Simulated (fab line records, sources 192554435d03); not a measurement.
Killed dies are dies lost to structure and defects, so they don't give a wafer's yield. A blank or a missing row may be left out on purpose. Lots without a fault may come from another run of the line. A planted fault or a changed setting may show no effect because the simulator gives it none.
Chamber matching | flow n5_finfet | N5_BEOL_M3_ETCH_63 on rie_diel-02: 3 sister chambers
The step etches SiARC in CF4, target depth 15.6 nm, time 26 s. 3 wafers are shown with their chamber, then 5 later ones without.

WAFERS WITH THEIR CHAMBER
wafer  | chamber | showerhead_plenum_p_Torr (Torr)
L090.1 | 1       | 2.20
L093.1 | 2       | 2.04
L093.2 | 3       | 2.13

WAFERS WITHOUT THEIR CHAMBER
wafer  | showerhead_plenum_p_Torr (Torr)
L093.6 | 2.20
L095.1 | 2.03
L095.5 | 2.12
L096.1 | 2.20
L096.4 | 2.03

WHICH CHAMBER EACH WENT THROUGH
wafer  | from the rows above | in truth
L093.6 | 1                   | 1
L095.1 | 2                   | 2
L095.5 | 3                   | 3
L096.1 | 1                   | 1
L096.4 | 2                   | 2
Placed correctly: 5 of 5. Can't be placed from these rows: 0. Placed wrongly: 0.
How it was worked out, from the rows above alone: a wafer's distance from a chamber is the root of the sum, over the readings, of the square of ((its reading less the chamber's mean) divided by the reading's scatter). The wafer belongs to the nearest chamber; if the next one is less than 2 further off, it can't be placed. A chamber's mean is the mean of its shown wafers. The scatter: with one shown wafer a chamber, the root of the mean of the squares of how far each hidden wafer lies from its nearest shown one.
